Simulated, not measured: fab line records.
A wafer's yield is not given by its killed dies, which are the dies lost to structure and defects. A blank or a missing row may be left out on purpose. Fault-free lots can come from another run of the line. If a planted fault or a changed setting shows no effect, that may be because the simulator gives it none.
A struck lot beside a sound one | flow nand_harc | 15 out of 1302 route steps
Sound: these wafers, L997.1, L997.2, L997.3. Struck: wafers L994.3, L994.4 (left out: L994.2, a lot-mate that was not struck); the cause follows at the end.
Per side, at each step with rows, come the tool, then ch with its chambers, and then its first start. Under that, the readings that differ: sound wafers | struck wafers | difference of the means | sigmas: that difference in standard deviations of wafers without a fault.
alike: readings with means less than 2 such deviations apart, plus words and numbers identical on both sides. not compared: withheld readings, readings lacking a value on some wafer, bounds such as >300 that could conceal the same value, and numbers that have no deviation in the record and whose values overlap.
Wherever a step has rows on one side only, a row that says differs or no value, or a row with sigmas, the two part there. Numbers that don't overlap but have no deviation are shown without sigmas and don't part them. A reading that every wafer of one side lacks parts them only if that side has two wafers or more.

first, 1 step without rows for these wafers: NHARC_A_ONON_D1_DEP_12 (target thk 1000 nm).
NHARC_A_ONON_D1_THK_MEAS_14: measures by ellipsometry.
  sound on film_metro-01 at day 13 20:13; struck on film_metro-02 at day 12 17:33
  alike: thk_nm
then, 2 steps without rows for these wafers: NHARC_A_ONON_D1_ANNEAL_15 (time 3600 s); NHARC_A_ONON_D1_DEP_16 (target thk 1000 nm).
NHARC_A_ONON_D1_THK_MEAS_18: measures by ellipsometry.
  sound on film_metro-01 at day 14 04:15; struck on film_metro-01 at day 13 01:20
  alike: thk_nm
after that, 1 step with no rows for these wafers: NHARC_A_ONON_D1_DEP_19 (target thk 1000 nm).
NHARC_A_ONON_D1_THK_MEAS_21: measures by ellipsometry.
  sound on film_metro-02 at day 14 04:50; struck on film_metro-02 at day 13 01:54
  reading     | sound       | struck    | difference | sigmas
  thk_nm (nm) | 986 985 987 | 1018 1019 | +32        | +3
after that, 1 step with no rows for these wafers: NHARC_A_ONON_D1_DEP_22 (target thk 1000 nm).
NHARC_A_ONON_D1_THK_MEAS_24: measures by ellipsometry.
  sound on film_metro-02 at day 14 05:25; struck on film_metro-02 at day 13 02:28
  alike: thk_nm
after that, 1 step with no rows for these wafers: NHARC_A_ONON_D1_DEP_25 (target thk 1000 nm).
NHARC_A_ONON_D1_THK_MEAS_27: measures by ellipsometry.
  sound on film_metro-02 at day 14 05:59; struck on film_metro-01 at day 13 03:02
  reading     | sound          | struck  | difference | sigmas
  thk_nm (nm) | 1019 1018 1019 | 985 986 | -33        | -4
NHARC_A_ONON_D1_DEP_28: target thk 1000 nm.
  sound on pecvd_onon-01 ch 0, day 14 06:10; struck on pecvd_onon-04 ch 0, day 13 03:09
NHARC_A_ONON_D1_THK_MEAS_30: measures by ellipsometry.
  sound on film_metro-01 at day 14 06:41; struck on film_metro-01 at day 13 03:36
  reading     | sound       | struck    | difference | sigmas
  thk_nm (nm) | 995 996 997 | 1537 1537 | +541       | +49
NHARC_A_ONON_D1_DEP_33: deposits SiO2, target thk 200 nm.
  sound on pecvd-02 ch 0,1,2, day 14 06:53; struck on pecvd-02 ch 1,2, day 13 03:40
  alike: heater_power_w, rf_fwd_power_W, throttle_valve_pct
-- jump in the record: it breaks off in module A_ONON_D1 and resumes in module END (first step shown: number 1302 of the route), and 16 days separate the struck wafers' starts before and after --
NHARC_END_SORT_01:
  sound on prober-01 ch 0, day 30 10:14; struck on prober-01 ch 0, day 29 00:49
  reading         | sound    | struck  | difference | sigmas
  killed_at_array | 48 42 34 | 675 675 | +634       | +37
  killed_dies     | 50 48 41 | 677 677 | +631       | +39
  alike: killed_at_other, killed_at_periphery, killed_open, killed_short

## WHERE THEY PART
At NHARC_A_ONON_D1_THK_MEAS_21 first; at NHARC_END_SORT_01 last (within this record only).

WHY: whatever the simulator had introduced
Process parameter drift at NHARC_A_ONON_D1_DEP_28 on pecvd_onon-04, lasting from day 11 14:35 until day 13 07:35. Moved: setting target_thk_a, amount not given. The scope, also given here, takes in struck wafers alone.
